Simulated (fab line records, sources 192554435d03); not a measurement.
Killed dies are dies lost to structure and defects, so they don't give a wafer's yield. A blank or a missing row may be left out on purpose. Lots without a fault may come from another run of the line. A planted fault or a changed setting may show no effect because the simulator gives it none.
Which tool did it? | flow n5_finfet | 24 lots, 72 wafers sampled, at 2 steps of a route of 1938

WHAT THE GAUGES READ, wafer by wafer
N5_BEOL_M1_THK_MEAS_01. Usual: M1_ILD_THK 78.9 nm, standard deviation 0.99.
lot  | measured     | on            | M1_ILD_THK (nm) | flag
L074 | day 6 05:20  | film_metro-02 | 77.8 78.9 79.6  |
L075 | day 6 05:26  | film_metro-02 | 77.5 77.7 80.1  |
L076 | day 6 10:17  | film_metro-01 | 77.4 78.0 79.5  |
L077 | day 6 19:46  | film_metro-01 | 79.2 78.3 80.0  |
L078 | day 6 23:09  | film_metro-02 | 77.8 77.0 78.6  |
L079 | day 7 01:05  | film_metro-02 | 77.9 79.2 78.0  |
L080 | day 7 14:13  | film_metro-02 | 76.8 77.9 79.2  |
L082 | day 7 23:07  | film_metro-02 | 79.2 79.4 79.9  |
L081 | day 7 23:11  | film_metro-01 | 78.2 79.3 79.6  |
L083 | day 8 07:55  | film_metro-01 | 78.7 79.1 80.1  |
L084 | day 8 14:17  | film_metro-01 | 78.5 78.1 79.0  |
L085 | day 8 14:44  | film_metro-01 | 79.0 77.5 78.6  |
L086 | day 9 08:09  | film_metro-02 | 78.9 80.3 79.0  |
L087 | day 9 10:08  | film_metro-01 | 77.9 80.6 79.1  |
L088 | day 9 10:44  | film_metro-01 | 78.4 78.7 79.5  |
L089 | day 9 16:41  | film_metro-01 | 79.1 78.6 80.0  |
L090 | day 9 22:35  | film_metro-01 | 80.3 80.0 79.5  |
L091 | day 10 02:27 | film_metro-01 | 77.8 78.2 80.3  |
L092 | day 10 09:25 | film_metro-02 | 76.5 77.8 79.0  |
L093 | day 10 15:26 | film_metro-02 | 77.0 78.4 79.8  |
L094 | day 10 17:20 | film_metro-02 | 78.7 77.3 79.3  |
L095 | day 11 05:31 | film_metro-02 | 77.9 79.6 78.8  |
L096 | day 11 09:03 | film_metro-02 | 77.4 79.0 79.0  |
L097 | day 11 17:34 | film_metro-01 | 78.0 79.9 80.2  |

WHICH TOOL RAN EACH LOT (tool, then ch and the chambers of the sampled wafers, then the start)
lot  | N5_BEOL_M0_SPUTTER_134
L074 | pvd_sputter-03, day 6 03:46
L075 | pvd_sputter-02, day 6 03:55
L076 | pvd_sputter-02, day 6 08:35
L077 | pvd_sputter-01, day 6 18:16
L078 | pvd_sputter-01, day 6 21:31
L079 | pvd_sputter-01, day 6 23:47
L080 | pvd_sputter-03, day 7 12:43
L082 | pvd_sputter-03, day 7 20:29
L081 | pvd_sputter-03, day 7 20:56
L083 | pvd_sputter-02, day 8 03:41
L084 | pvd_sputter-03, day 8 12:48
L085 | pvd_sputter-03, day 8 13:17
L086 | pvd_sputter-02, day 9 06:27
L087 | pvd_sputter-02, day 9 08:46
L088 | pvd_sputter-02, day 9 09:22
L089 | pvd_sputter-03, day 9 14:43
L090 | pvd_sputter-02, day 9 21:16
L091 | pvd_sputter-02, day 10 01:05
L092 | pvd_sputter-02, day 10 08:04
L093 | pvd_sputter-01, day 10 14:04
L094 | pvd_sputter-02, day 10 16:02
L095 | pvd_sputter-03, day 11 03:49
L096 | pvd_sputter-02, day 11 07:44
L097 | pvd_sputter-02, day 11 15:58
- N5_BEOL_M0_SPUTTER_134: material Cu, target thk 4 nm, time 7.37 s.

WHAT THE TOOLS THEMSELVES READ (means of the sampled wafers that have a number; where no wafer has one, the mark that the record gives instead)
N5_BEOL_M0_SPUTTER_134. Usual: throttle_valve_pct 30.1 %, standard deviation 0.68.
lot  | tool           | throttle_valve_pct (%) | flag
L074 | pvd_sputter-03 | 30.1                   |
L075 | pvd_sputter-02 | 30.0                   |
L076 | pvd_sputter-02 | 29.9                   |
L077 | pvd_sputter-01 | 30.0                   |
L078 | pvd_sputter-01 | 30.5                   |
L079 | pvd_sputter-01 | 30.3                   |
L080 | pvd_sputter-03 | 30.8                   |
L082 | pvd_sputter-03 | 29.9                   |
L081 | pvd_sputter-03 | 29.8                   |
L083 | pvd_sputter-02 | 29.9                   |
L084 | pvd_sputter-03 | 29.2                   |
L085 | pvd_sputter-03 | 29.7                   |
L086 | pvd_sputter-02 | 30.4                   |
L087 | pvd_sputter-02 | 29.5                   |
L088 | pvd_sputter-02 | 29.5                   |
L089 | pvd_sputter-03 | 29.3                   |
L090 | pvd_sputter-02 | 30.4                   |
L091 | pvd_sputter-02 | 30.1                   |
L092 | pvd_sputter-02 | 29.9                   |
L093 | pvd_sputter-01 | 30.3                   |
L094 | pvd_sputter-02 | 30.0                   |
L095 | pvd_sputter-03 | 29.9                   |
L096 | pvd_sputter-02 | 30.1                   |
L097 | pvd_sputter-02 | 29.5                   |

THE ANSWER, worked out from the rows above alone
Rule: a lot is off if the mean of its wafers that have a number lies more than 3 standard deviations from the usual mean. A lot without any number at a reading at which 4 lots or more have one is off too. The other lots that the step has rows for count as sound. The gauges are gone through in route order, then the tools' own readings, and for those a lot's mean is taken as printed above. The first step at which some lot is off is used, and at that step the reading that is off furthest; a lot without a number counts as furthest.
No lot is off at any reading shown: from this, nothing can be told.

WHAT THE SIMULATOR HAD PUT IN
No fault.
